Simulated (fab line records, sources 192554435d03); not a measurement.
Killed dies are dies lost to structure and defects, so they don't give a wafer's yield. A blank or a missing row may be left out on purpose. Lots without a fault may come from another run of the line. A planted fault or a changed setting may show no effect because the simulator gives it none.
Chamber matching | flow n5_finfet | N5_FIN_SAQP_HM_DEP_03 on pecvd-03: 3 sister chambers
The step deposits SiNx from SiH4/NH3/N2, target thk 38 nm, time 33.6 s. 16 wafers are shown with their chamber, then 8 later ones without.

WAFERS WITH THEIR CHAMBER
wafer  | chamber | showerhead_plenum_p_Torr (Torr) | throttle_valve_pct (%) | heater_power_w (W)
L082.2 | 2       | 5.22                            | 37.7                   | 859
L082.3 | 1       | 5.10                            | 39.1                   | 670
L082.6 | 0       | 5.24                            | 39.4                   | 789
L084.1 | 0       | 5.24                            | 39.6                   | 796
L084.2 | 2       | 5.21                            | 37.5                   | 895
L084.5 | 0       | 5.24                            | 40.0                   | 795
L088.1 | 1       | 5.09                            | 39.3                   | 791
L088.2 | 2       | 5.21                            | 38.0                   | 769
L088.3 | 0       | 5.24                            | 39.8                   | 810
L089.1 | 2       | 5.22                            | 37.9                   | 911
L089.3 | 1       | 5.10                            | 39.2                   | 714
L089.4 | 1       | 5.09                            | 39.0                   | 716
L091.3 | 1       | 5.09                            | 39.2                   | 783
L091.4 | 2       | 5.21                            | 37.7                   | 888
L091.6 | 1       | 5.10                            | 38.7                   | 778
L092.2 | 1       | 5.12                            | 39.3                   | 785

SIGNATURES (means of the wafers above)
reading                  | chamber 0 | chamber 1 | chamber 2 | scatter within a chamber
showerhead_plenum_p_Torr | 5.2400    | 5.0986    | 5.2140    | 0.00787
throttle_valve_pct       | 39.700    | 39.114    | 37.760    | 0.218
heater_power_w           | 797.50    | 748.14    | 864.40    | 45.3
Rule: a wafer's distance from a chamber is the root of the sum, over the readings, of the square of ((its reading less the chamber's mean) divided by the reading's scatter). The wafer belongs to the nearest chamber; if the next one is less than 2 further off, it can't be placed. The scatter: the root of (the sum of the squares of (reading less its chamber's mean) over the shown wafers, divided by (wafers less chambers)).

WAFERS WITHOUT THEIR CHAMBER
wafer  | showerhead_plenum_p_Torr (Torr) | throttle_valve_pct (%) | heater_power_w (W)
L092.4 | 5.21                            | 37.8                   | 897
L092.6 | 5.25                            | 40.0                   | 817
L093.1 | 5.24                            | 40.1                   | 684
L093.4 | 5.10                            | 39.1                   | 742
L093.6 | 5.23                            | 40.1                   | 701
L096.2 | 5.24                            | 40.2                   | 815
L096.3 | 5.26                            | 40.2                   | 821
L096.5 | 5.24                            | 40.2                   | 798

WHICH CHAMBER EACH WENT THROUGH
wafer  | from the rows above | in truth
L092.4 | 2                   | 2
L092.6 | 0                   | 0
L093.1 | 0                   | 0
L093.4 | 1                   | 1
L093.6 | 0                   | 0
L096.2 | 0                   | 0
L096.3 | 0                   | 0
L096.5 | 0                   | 0
Placed correctly: 8 of 8. Can't be placed from these rows: 0. Placed wrongly: 0.
